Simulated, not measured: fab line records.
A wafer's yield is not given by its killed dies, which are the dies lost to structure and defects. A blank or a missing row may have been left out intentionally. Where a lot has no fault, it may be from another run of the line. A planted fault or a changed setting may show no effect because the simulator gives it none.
Split-lot study    flow n5 finfet    21 wafers read across 7 lots, on a route 1938 steps long

THE SPLIT
At N5_BEOL_M5_COAT_05 (resist thk 30 nm), the setting spin rpm was moved away from the recipe's 1500 rpm on 8 of the 21 wafers read, by -11.1% to +9.3%. For the rest of the wafers, this setting stayed at what the recipe calls for.

The split's own step is where the reading is taken.

THE READING
CAR-EUV_of_BEOL_M5_COAT_05.thk nm (the simulator's own value, which no gauge read), in nm, at N5_BEOL_M5_COAT_05 (resist thk 30 nm). No usual value for it is given in the file. Average 30.1 nm, standard deviation 0.092 nm, over the 13 wafers here run with the recipe.

wafer   tool, chamber at the split  spin rpm as run, rpm  against the recipe  CAR-EUV_of_BEOL_M5_COAT_05.thk nm, nm  against lot-mates on the recipe
L079.1  litho track-03, 0           1409                  -6.1%               31                                     +1.0
L079.2  litho track-03, 0           1500                  recipe              30                                     -
L079.5  litho track-03, 0           1409                  -6.1%               31.2                                   +1.2
L081.2  litho track-03, 0           1500                  recipe              30.2                                   -
L081.3  litho track-03, 0           1500                  recipe              30.2                                   -
L081.6  litho track-03, 0           1500                  recipe              30.2                                   -
L083.4  litho track-04, 0           1500                  recipe              30.2                                   -
L083.6  litho track-04, 0           1500                  recipe              30.2                                   -
L083.5  litho track-04, 0           1637                  +9.1%               28.8                                   -1.4
L089.1  litho track-04, 0           1638                  +9.2%               29                                     -1.2
L089.4  litho track-04, 0           1500                  recipe              30.2                                   -
L089.6  litho track-04, 0           1500                  recipe              30.2                                   -
L091.1  litho track-04, 0           1500                  recipe              30                                     -
L091.4  litho track-04, 0           1500                  recipe              30                                     -
L091.3  litho track-04, 0           1333                  -11.1%              31.8                                   +1.8
L094.1  litho track-04, 0           1500                  recipe              30.2                                   -
L094.4  litho track-04, 0           1500                  recipe              30.2                                   -
L094.6  litho track-04, 0           1640                  +9.3%               28.6                                   -1.6
L095.1  litho track-01, 0           1574                  +4.9%               29.4                                   -0.6
L095.3  litho track-01, 0           1574                  +4.9%               29.4                                   -0.6
L095.6  litho track-01, 0           1500                  recipe              30                                     -

FIT RESULTS
A straight line over all 21 wafers: CAR-EUV_of_BEOL_M5_COAT_05.thk nm changes by -0.149 nm for each +1% of spin rpm; r = -0.99; the points scatter about the line by 0.11 nm.
The same after taking each lot's own level away (the mean of its wafers on the recipe; 21 wafers): -0.157 nm for each +1%; r = -0.99; scatter 0.095 nm.
The reading moves by 1.7 nm for the largest change in spin rpm, on that fit.
Measured against the standard deviation above, the lots' own levels, which go from 30.00 to 30.20 nm, span 2.2 times it.
So the lot-to-lot level changes the slope little: the two slopes agree.
Check: with one of the wafers moved furthest among these (-11.1%) left out of the fit, the line predicts +1.78 nm for it against its lot-mates. It came out at +1.8 nm against them.

OTHER SPLITS ON THESE WAFERS
Other splits were also applied to these wafers ahead of the reading. Each is held against what the fit with the lots' levels taken away leaves over:
other split on the same wafers  wafers away from the commonest value  r with CAR-EUV_of_BEOL_M5_COAT_05.thk nm (lot level and that fit taken away)
N5_BEOL_M4_EXPOSE_08 dose mj    7                                     -0.18
N5_BEOL_M4_ETCH_64 bias w       8                                     +0.23

FILE'S OWN FIT
CAR-EUV_of_BEOL_M5_COAT_05.thk nm changes by -0.155 nm for each +1% of spin rpm, r = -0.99.
